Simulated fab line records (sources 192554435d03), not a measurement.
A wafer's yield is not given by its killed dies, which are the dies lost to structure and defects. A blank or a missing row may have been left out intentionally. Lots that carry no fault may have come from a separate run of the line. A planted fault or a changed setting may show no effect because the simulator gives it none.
Matching of chambers -- flow n5-finfet -- N5_BEOL_M1_DESCUM_33 on rie-diel-06: 4 sister chambers
The step chemistry O2, time 7 s. 20 wafers are shown with their chamber, then 10 later ones without.

WAFERS WITH THEIR CHAMBER
wafer,chamber,showerhead-plenum-p-Torr (Torr),throttle-valve-pct (%),drypump-motor-current-A (A)
L076.3,1,2.05,20.26,5.7
L076.4,2,2.14,20.13,5.4
L076.6,1,2.06,20.26,5.7
L082.1,3,2.05,20.34,4.9
L082.3,2,2.14,20.15,5.3
L082.4,1,2.05,20.29,5.7
L085.2,3,2.05,20.36,4.9
L085.4,0,2.00,20.90,5.5
L085.5,0,2.00,20.89,5.5
L086.1,0,2.00,20.89,5.5
L086.2,2,2.14,20.17,5.4
L086.3,1,2.05,20.28,5.7
L087.1,3,2.05,20.35,4.9
L087.4,1,2.05,20.29,5.8
L087.5,3,2.05,20.37,4.9
L088.1,1,2.05,20.30,5.8
L088.4,2,2.14,20.16,5.3
L088.5,3,2.05,20.36,4.9
L089.1,2,2.14,20.15,5.3
L089.3,1,2.05,20.29,5.7

SIGNATURES (means of the wafers above)
reading,chamber 0,chamber 1,chamber 2,chamber 3,scatter within a chamber
showerhead-plenum-p-Torr,2.0000,2.0514,2.1400,2.0500,0.00231
throttle-valve-pct,20.8933,20.2814,20.1520,20.3560,0.0136
drypump-motor-current-A,5.500,5.729,5.340,4.900,0.0405
Rule: for each reading, subtract the chamber's mean from the wafer's reading, divide by that reading's scatter and square the result; add these up over the readings and take the root, which gives the wafer's distance from the chamber. The wafer belongs to the nearest chamber; if the next one is less than 2 further off, it can't be placed. The scatter is the square root of a quotient: the sum, over the shown wafers, of each reading's squared deviation from its chamber's mean, divided by wafers minus chambers.

WAFERS WITH NO CHAMBER GIVEN
wafer,showerhead-plenum-p-Torr (Torr),throttle-valve-pct (%),drypump-motor-current-A (A)
L089.6,2.05,20.30,5.7
L092.1,1.99,20.90,5.5
L092.3,2.13,20.17,5.3
L092.6,2.05,20.37,4.9
L094.4,2.04,20.37,4.9
L094.5,2.13,20.19,5.4
L094.6,1.99,20.91,5.5
L096.2,2.13,20.16,5.4
L096.5,2.04,20.38,4.9
L096.6,2.13,20.20,5.3

WHICH CHAMBER EACH ONE RAN IN
wafer,from the rows above,in truth
L089.6,1,1
L092.1,0,0
L092.3,2,2
L092.6,3,3
L094.4,3,3
L094.5,2,2
L094.6,0,0
L096.2,2,2
L096.5,3,3
L096.6,2,2
Placed correctly: 10 of 10. Can't be placed from these rows: 0. 0 placed wrongly.
